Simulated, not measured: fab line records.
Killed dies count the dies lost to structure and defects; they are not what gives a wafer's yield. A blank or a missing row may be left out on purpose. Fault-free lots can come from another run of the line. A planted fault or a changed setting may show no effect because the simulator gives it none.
One fault through the eyes of 2 desks | flow n5 finfet | only its own numbers are on each desk; what lay behind them is given at the end

== THE METROLOGY DESK ==
Means of the sampled wafers that have a number, per lot and without regard to the tool the lot ran on: this is what the gauges read. A lot is out of limits, marked OUT, if its mean lies more than 4 standard deviations from the usual mean; the brackets give that distance. It has 10 readings; the 7 that lie furthest out on some lot are the ones shown.
Columns: A = IOFF_P at N5_BEOL_M4_RC_MEAS_101, usual 0.21 nA/um; B = ION_N at N5_BEOL_M4_RC_MEAS_101, usual 675 uA/um; C = ION_P at N5_BEOL_M4_RC_MEAS_101, usual 463 uA/um; D = SS_N at N5_BEOL_M4_RC_MEAS_101, usual 71.5 mV/dec; E = SS_P at N5_BEOL_M4_RC_MEAS_101, usual 73.2 mV/dec; F = VT_N at N5_BEOL_M4_RC_MEAS_101, usual 250 mV; G = VT_P at N5_BEOL_M4_RC_MEAS_101, usual -251 mV
lot  | first seen here | A    | B   | C   | D    | E    | F   | G
L640 | day 8 00:44     | 0.20 | 670 | 458 | 71.5 | 72.8 | 251 | -254
L644 | day 9 03:22     | 0.20 | 676 | 461 | 71.9 | 73.4 | 249 | -251
L652 | day 11 13:40    | 0.18 | 670 | 460 | 71.1 | 72.4 | 250 | -251
L655 | day 11 22:24    | 0.23 | 691 | 475 | 71.2 | 73.2 | 247 | -248
L654 | day 12 00:31    | 0.16 | 653 | 449 | 71.5 | 73.5 | 252 | -257
L656 | day 12 02:56    | 0.23 | 681 | 466 | 71.3 | 73.2 | 246 | -250
L660 | day 13 02:10    | 0.22 | 668 | 464 | 70.9 | 73.0 | 252 | -248
L661 | day 13 18:15    | 0.23 | 683 | 465 | 72.1 | 73.9 | 245 | -251
L662 | day 13 18:21    | 0.26 | 692 | 477 | 71.2 | 73.7 | 245 | -246
Finding of this desk: none of the 9 lots has anything out of limits.

== FOR THE TOOL OWNER'S DESK: rie diel-02 ==
The tool's own readings at N5_BEOL_M15_ETCH_57 (etches SOC in N2/H2, time 750 s): means of the sampled wafers that have a number, for each lot that ran on this tool. A lot is out of limits, marked OUT, if its mean lies more than 4 standard deviations from the usual mean; the brackets give that distance. It has 8 readings; the 7 that lie furthest out on some lot are the ones shown.
Columns: A = bias w at N5_BEOL_M15_ETCH_57, usual 350.0 W; B = chamber pressure mTorr at N5_BEOL_M15_ETCH_57, usual 30.001 mTorr; C = n2 flow sccm at N5_BEOL_M15_ETCH_57, usual 200.0 sccm; D = oes product au at N5_BEOL_M15_ETCH_57, usual 0.77 a.u.; E = rf vpp V at N5_BEOL_M15_ETCH_57, usual 523.2 V; F = showerhead plenum p Torr at N5_BEOL_M15_ETCH_57, usual 2.52 Torr; G = throttle valve pct at N5_BEOL_M15_ETCH_57, usual 17.76 %
lot  | first seen here | A     | B      | C     | D    | E     | F    | G
L640 | day 11 16:16    | 349.2 | 30.012 | 200.3 | 0.76 | 522.8 | 2.50 | 17.63
L644 | day 13 01:43    | 349.9 | 30.009 | 200.0 | 0.77 | 523.7 | 2.49 | 17.82
L655 | day 15 11:19    | 349.8 | 30.014 | 199.4 | 0.76 | 521.5 | 2.49 | 17.85
L660 | day 16 11:23    | 349.6 | 30.027 | 199.5 | 0.69 | 523.1 | 2.48 | 17.87
L662 | day 17 00:04    | 350.5 | 29.985 | 199.9 | 0.71 | 522.1 | 2.45 | 17.86
L661 | day 17 04:28    | 350.4 | 29.979 | 200.6 | 0.70 | 522.0 | 2.49 | 18.00
Finding of this desk: none of the 6 lots has anything out of limits.

== ALL TOGETHER ==
The metrology desk saw nothing out of limits.
The desk of the tool owner found nothing out of limits.

== WHAT HAD BEEN PUT IN BY THE SIMULATOR ==
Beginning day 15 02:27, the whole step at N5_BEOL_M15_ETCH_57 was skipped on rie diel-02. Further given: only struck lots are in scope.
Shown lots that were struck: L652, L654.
